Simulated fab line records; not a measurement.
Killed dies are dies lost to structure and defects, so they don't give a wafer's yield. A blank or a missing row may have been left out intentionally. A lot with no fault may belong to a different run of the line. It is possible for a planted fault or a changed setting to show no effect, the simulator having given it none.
fab line records ; flow nand-harc
[record] lots = 12; wafers = 36; last-day = 34
route steps=1302 shown P_ZERO_WELL@32 P_STI@90 P_GATE@172
lots untouched by any fault: they come from a run of this same line in which no faults occurred
start-h: the number of hours between the record's first day and the start of the first shown wafer of the lot ; wait-h: hours since the lot's step before ; " unchanged from the row above ; L1.1+2: a single row standing in for several wafers ; - no value present, or no start provided ; * or withheld: withheld ; < > ~ a bound
route shown NAME@n: a module of which the file shows steps, and the number in the route of the first ; usual: mean/standard deviation of fault-free wafers ; same: alike in all rows ; chamber/n: place in a boat ; sites: the reading at each site ; _std_site: the standard deviation of these ; _edge_site: the outer-site mean with the inner-site mean subtracted ; radius-mm: for every site, how far away it sits from the centre of the wafer ; mask NAME#n: copy n ; behind: the most recent tool/chamber to have shaped the wafer ; hold: what put the lot on hold/how long, in hours/how the hold closed ; device: which transistor (n, p or np) failed to switch ; end of line: tests of these same wafers at the route's end ; a step without rows: its recipe alone ; killed: dies lost to structure and defects at the first sort, not the wafer's yield ; map: dies across one wafer; x = killed, . = not, _ = none there
set.NAME: the run value of the setting; set.NAME@STEP: its run value at that earlier step ; model.NAME: the simulator's own value behind a step, which no gauge read
the route's steps for a sample of lots (tables are steps, rows are wafers)
services: from which hour (start-h, from the record's first day; less than 0 if before it) a tool's chamber was out of use, for how many hours, and why
[[steps]]
[step NHARC_P_ZERO_WELL_IMPLANT_27]
[recipe] energy-kev = 600; dose-cm2 = 1e+13; tilt-deg = 7
lot.wafer;tool;chamber;start-h;wait-h
L186.3+4+5;implanter-02;0;23.20;0.2
L187.1+2+6;implanter-02;0;33.02;0.1
L191.2+3+5;implanter-01;0;73.01;0.1
L192.2+3+4;implanter-01;0;82.84;0.1
L193.1+2+4;implanter-01;0;92.64;0.1
L194.1+3+5;implanter-02;0;102.90;0.1
L196.1+2+3;implanter-02;0;122.97;0.1
L197.1+2+5;implanter-01;0;132.91;0.1
L201.1+2+3;implanter-02;0;173.31;0.1
L201.1+2+3;implanter-02;0;173.73;0.4
L204.1+3+4;implanter-01;0;203.00;0.1
L205.2+4+5;implanter-01;0;212.94;0.2
L205.2+4+5;implanter-01;0;213.36;0.4
L209.3+4+6;implanter-01;0;253.12;0.2
[step NHARC_P_STI_ETCH_15]
[recipe] target-depth-a = 3000; taper-deg = 4; time-s = 100.1; hbr-flow-sccm = 150; cl2-flow-sccm = 50; rf-w = 400; icp-w = 400; bias-w = 100; chemistry = HBr/Cl2
[usual] drypump-motor-current-A = 5.9/0.51; oes-product-au = 1.000/0.0091; throttle-valve-pct = 26.406/0.0084
lot.wafer;tool;chamber;start-h;wait-h;drypump-motor-current-A;oes-product-au;rf-hours-counter-h;throttle-valve-pct
L186.4;rie-si-01;1;44.97;-;4.9;1.002;0.1;26.405
L186.3;rie-si-01;2;44.97;-;6.0;0.997;0.1;26.403
L186.5;rie-si-01;3;44.97;-;6.6;1.003;-;26.415
L187.2;rie-si-03;0;55.00;-;6.2;0.993;0.0;26.407
L187.1;rie-si-03;2;55.00;-;5.0;0.991;0.0;26.401
L187.6;rie-si-03;0;55.00;-;6.2;1.001;-;26.405
L191.2;rie-si-03;3;97.41;-;5.6;0.999;0.2;26.404
L191.3;rie-si-03;0;97.41;-;6.2;1.020;0.3;26.418
L191.5;rie-si-03;2;97.41;-;5.0;0.991;-;26.418
L192.2;rie-si-01;0;105.03;-;5.8;1.011;0.6;26.401
L192.3;rie-si-01;2;105.03;-;6.0;0.992;0.5;26.404
L192.4;rie-si-01;3;105.03;-;6.6;1.012;0.6;26.409
L193.4;rie-si-05;2;112.09;-;6.2;0.999;1.1;26.401
L193.2;rie-si-05;3;112.09;-;5.9;0.995;0.9;26.404
L193.1;rie-si-05;0;112.09;-;5.5;1.005;0.9;26.405
L194.3;rie-si-01;2;124.91;-;6.0;0.994;0.5;26.411
L194.1;rie-si-01;3;124.91;-;6.6;0.994;0.6;26.397
L194.5;rie-si-01;3;124.91;-;6.6;1.000;-;26.405
L196.1;rie-si-01;0;144.18;-;5.8;1.004;0.9;26.416
L196.3;rie-si-01;1;144.18;-;4.9;0.994;0.7;26.399
L196.2;rie-si-01;2;144.18;-;6.0;0.981;0.7;26.401
L197.2;rie-si-03;0;155.43;-;6.2;1.011;0.6;26.404
L197.1;rie-si-03;2;155.43;-;5.0;0.997;0.6;26.419
L197.5;rie-si-03;3;155.43;-;5.6;1.000;-;26.404
L201.2;rie-si-03;0;194.93;-;6.2;1.012;0.9;26.414
L201.1;rie-si-03;1;194.93;-;5.7;0.992;0.8;26.413
L201.3;rie-si-03;2;194.93;-;5.0;0.998;0.9;26.394
L204.3;rie-si-01;2;227.14;-;5.9;0.986;0.2;26.398
L204.4;rie-si-01;0;227.14;-;5.8;0.995;0.2;26.414
L204.1;rie-si-01;1;227.14;-;4.9;1.008;0.2;26.413
L205.2;rie-si-03;1;238.13;-;5.8;0.989;0.0;26.422
L205.4;rie-si-03;3;238.13;-;5.6;1.008;0.0;26.417
L205.5;rie-si-03;0;238.13;-;6.2;1.007;-;26.402
L209.3;rie-si-01;3;274.89;-;6.6;1.010;0.4;26.401
L209.4;rie-si-01;1;274.89;-;4.9;1.008;0.4;26.410
L209.6;rie-si-01;3;274.89;-;6.6;1.001;-;26.406
[step NHARC_P_GATE_DESCUM_48]
[recipe] time-s = 3; o2-flow-sccm = 200; ar-flow-sccm = 0; bias-power-w = 0; chemistry = O2
[usual] drypump-motor-current-A = 5.6/0.39; oes-product-au = 1.000/0.011; rf-vpp-V = 57.9/0.99; showerhead-plenum-p-Torr = 1.96/0.083; throttle-valve-pct = 11.312/0.0088
lot.wafer;tool;chamber;start-h;wait-h;drypump-motor-current-A;oes-product-au;rf-hours-counter-h;rf-vpp-V;showerhead-plenum-p-Torr;throttle-valve-pct
L186.3;rie-diel-03;2;114.06;-;5.4;0.989;0;58.2;1.87;11.311
L186.4;rie-diel-03;3;114.06;-;5.6;0.977;0;57.8;2.06;11.305
L186.5;rie-diel-03;0;114.06;-;6.4;1.010;-;56.7;1.84;11.312
L187.1;rie-diel-03;1;117.17;-;5.4;1.009;0;59.9;1.96;11.314
L187.2;rie-diel-03;2;117.17;-;5.4;0.974;0;56.0;1.87;11.304
L187.6;rie-diel-03;1;117.17;-;5.4;1.007;-;57.2;1.96;11.311
L191.3;rie-diel-06;3;160.18;-;5.6;1.009;2;58.5;2.05;11.310
L191.2;rie-diel-06;0;160.18;-;5.0;1.005;2;57.6;1.98;11.317
L191.5;rie-diel-06;3;160.18;-;5.6;1.002;-;58.8;2.05;11.329
L192.3;rie-diel-06;3;171.59;-;5.6;1.020;3;58.8;2.05;11.321
L192.4;rie-diel-06;0;171.59;-;5.0;1.007;3;59.1;1.98;11.310
L192.2;rie-diel-06;1;171.59;-;6.0;0.995;3;59.5;2.04;11.313
L193.2;rie-diel-03;3;174.27;-;5.7;0.982;1;57.7;2.06;11.313
L193.1;rie-diel-03;0;174.27;-;6.4;0.985;1;56.3;1.84;11.315
L193.4;rie-diel-03;3;174.27;-;5.7;0.976;-;58.1;2.06;11.312
L194.3;rie-diel-11;3;191.09;-;5.5;1.008;10;57.5;1.85;11.320
L194.1;rie-diel-11;0;191.09;-;5.8;1.012;10;56.4;1.85;11.322
L194.5;rie-diel-11;2;191.09;-;5.1;1.000;-;57.2;2.06;11.321
L196.1;rie-diel-11;3;215.76;-;5.5;0.992;11;58.3;1.85;11.301
L196.3;rie-diel-11;0;215.76;-;5.8;1.010;12;57.4;1.85;11.309
L196.2;rie-diel-11;2;215.76;-;5.1;0.996;8;58.1;2.06;11.319
L197.2;rie-diel-06;3;220.36;-;5.6;0.993;5;59.1;2.05;11.315
L197.1;rie-diel-06;1;220.36;-;6.1;1.005;5;57.2;2.04;11.314
L197.5;rie-diel-06;3;220.36;-;5.6;0.994;-;57.3;2.05;11.323
L201.2;rie-diel-06;2;256.48;-;5.5;0.987;7;57.0;2.01;11.303
L201.3;rie-diel-06;3;256.48;-;5.6;1.004;7;57.8;2.05;11.304
L201.1;rie-diel-06;0;256.48;-;5.1;1.012;6;58.3;1.98;11.307
L204.4;rie-diel-03;2;296.88;-;5.4;0.987;1;57.2;1.87;11.313
L204.3;rie-diel-03;3;296.88;-;5.7;0.988;1;59.0;2.06;11.339
L204.1;rie-diel-03;0;296.88;-;6.3;1.003;1;55.5;1.84;11.301
L205.2;rie-diel-03;2;308.24;-;5.4;0.996;1;58.7;1.87;11.313
L205.4;rie-diel-03;0;308.24;-;6.4;1.016;2;56.2;1.84;11.320
L205.5;rie-diel-03;3;308.24;-;5.6;0.994;-;57.1;2.06;11.312
L209.4;rie-diel-11;2;341.85;-;5.1;0.984;5;58.9;2.05;11.302
L209.3;rie-diel-11;3;341.85;-;5.4;1.006;5;57.5;1.85;11.313
L209.6;rie-diel-11;0;341.85;-;5.8;0.996;-;57.9;1.85;11.310
[step NHARC_P_GATE_STRIP_75]
[recipe] power-w = 1500; temp-c = 250; chemistry = O2
[usual] drypump-motor-current-A = 6.0/0.4; heater-power-w = 318/27; rf-refl-power-W = 22/9.2; temp-c = 249.98/0.16
lot.wafer;tool;chamber;start-h;wait-h;drypump-motor-current-A;heater-power-w;rf-hours-counter-h;rf-refl-power-W;temp-c
L186.4;plasma-asher-01;1;114.72;0.2;5.5;350;-;10;249.95
L186.3;plasma-asher-01;0;114.72;0.2;6.6;284;-;22;250.06
L186.5;plasma-asher-01;0;114.72;0.2;6.5;280;-;22;250.19
L187.1;plasma-asher-01;1;117.84;0.3;5.5;338;28;11;249.93
L187.2;plasma-asher-01;0;117.84;0.3;6.5;288;28;21;250.28
L187.6;plasma-asher-01;1;117.84;0.3;5.5;338;-;11;250.08
L191.2;plasma-asher-02;1;160.84;0.2;6.1;305;15;19;250.17
L191.3;plasma-asher-02;1;160.84;0.2;6.1;308;-;19;250.19
L191.5;plasma-asher-02;1;160.84;0.2;6.1;311;-;18;250.16
L192.2;plasma-asher-02;1;172.37;0.2;6.1;290;18;18;249.99
L192.4;plasma-asher-02;0;172.37;0.2;5.7;368;-;37;250.16
L192.3;plasma-asher-02;1;172.37;0.2;6.1;307;-;18;249.94
L193.2;plasma-asher-01;0;174.94;0.2;6.6;281;0;21;250.06
L193.1;plasma-asher-01;1;174.94;0.2;5.5;326;0;12;249.96
L193.4;plasma-asher-01;1;174.94;0.2;5.5;335;-;10;249.84
L194.1;plasma-asher-01;1;191.76;0.2;5.5;327;2;11;250.32
L194.3;plasma-asher-01;0;191.76;0.2;6.6;287;-;23;250.02
L194.5;plasma-asher-01;1;191.76;0.2;5.5;327;-;11;250.08
L196.2;plasma-asher-01;0;216.44;0.2;6.6;283;7;22;250.16
L196.1;plasma-asher-01;1;216.44;0.2;5.5;328;7;10;250.05
L196.3;plasma-asher-01;1;216.44;0.2;5.5;337;-;10;249.70
L197.2;plasma-asher-02;1;221.02;0.2;6.1;305;28;18;249.93
L197.1;plasma-asher-02;0;221.02;0.2;5.7;360;28;35;249.97
L197.5;plasma-asher-02;0;221.02;0.2;5.7;369;-;35;250.07
L201.1;plasma-asher-01;0;257.14;0.3;6.6;284;15;21;249.93
L201.2;plasma-asher-01;1;257.14;0.3;5.5;323;15;11;250.05
L201.3;plasma-asher-01;1;257.14;0.3;5.5;323;-;10;250.07
L204.1;plasma-asher-02;1;297.55;0.2;6.1;309;9;18;249.77
L204.3;plasma-asher-02;1;297.55;0.2;6.1;311;-;19;249.65
L204.4;plasma-asher-02;0;297.55;0.2;5.7;347;-;36;250.14
L205.2;plasma-asher-02;1;308.92;0.2;6.1;307;11;18;250.09
L205.4;plasma-asher-02;0;308.92;0.2;5.7;339;-;35;249.72
L205.5;plasma-asher-02;0;308.92;0.2;5.7;347;-;35;250.16
L209.4;plasma-asher-01;0;342.52;0.2;6.5;289;-;22;250.06
L209.3;plasma-asher-01;1;342.52;0.2;5.5;331;-;10;249.82
L209.6;plasma-asher-01;1;342.52;0.2;5.5;328;-;11;250.00
[[services]]
tool;chamber;start-h;hours;kind
rie-si-01;2;6.58;14.4;repair
rie-si-01;-;16.00;9.0;pm
rie-diel-03;2;18.72;25.9;repair
rie-si-03;-;44.00;9.0;pm
implanter-01;-;48.45;7.2;repair
plasma-asher-02;-;72.00;9.0;pm
implanter-02;-;88.10;2.0;repair
rie-si-03;2;90.34;1.1;repair
rie-diel-03;-;104.31;9.0;pm
implanter-02;-;146.43;13.0;pm
rie-diel-03;1;155.32;20.9;repair
plasma-asher-01;-;165.21;9.0;pm
rie-si-01;3;183.98;4.1;repair
rie-si-01;-;193.00;9.0;pm
implanter-02;-;193.78;2.9;repair
rie-diel-03;2;219.51;15.7;repair
rie-diel-03;-;219.99;0.7;repair
rie-si-03;-;221.00;9.0;pm
plasma-asher-02;-;249.00;9.0;pm
rie-si-03;1;259.10;6.8;repair
rie-si-01;-;279.73;0.2;repair
implanter-02;-;325.30;5.2;repair
implanter-01;-;327.13;13.0;pm
implanter-02;-;338.26;1.6;repair
[[key]]
[first-sign] step = NHARC_P_ZERO_WELL_IMPLANT_27; reading = visit; direction = added
effect none on later readings
met-at NHARC_P_ZERO_WELL_IMPLANT_27
struck-lots L201,L205
tester-left-out L201,L205
not-acting-at NHARC_P_STI_ETCH_15,NHARC_P_GATE_DESCUM_48,NHARC_P_GATE_STRIP_75
[fault] kind = repeated-step-whole; tool = implanter-01,implanter-02; chamber = -; onset-h = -; steps = NHARC_P_ZERO_WELL_IMPLANT_27; times = 1; scope = struck-lots-only
// tester-left-out: of these lots the tester's yield and bins aren't shown, on N5 and GAA mostly nor the transistor test; their killed dies are dies lost to structure and defects alone, not to doping, threshold or leakage, so they don't give the yield
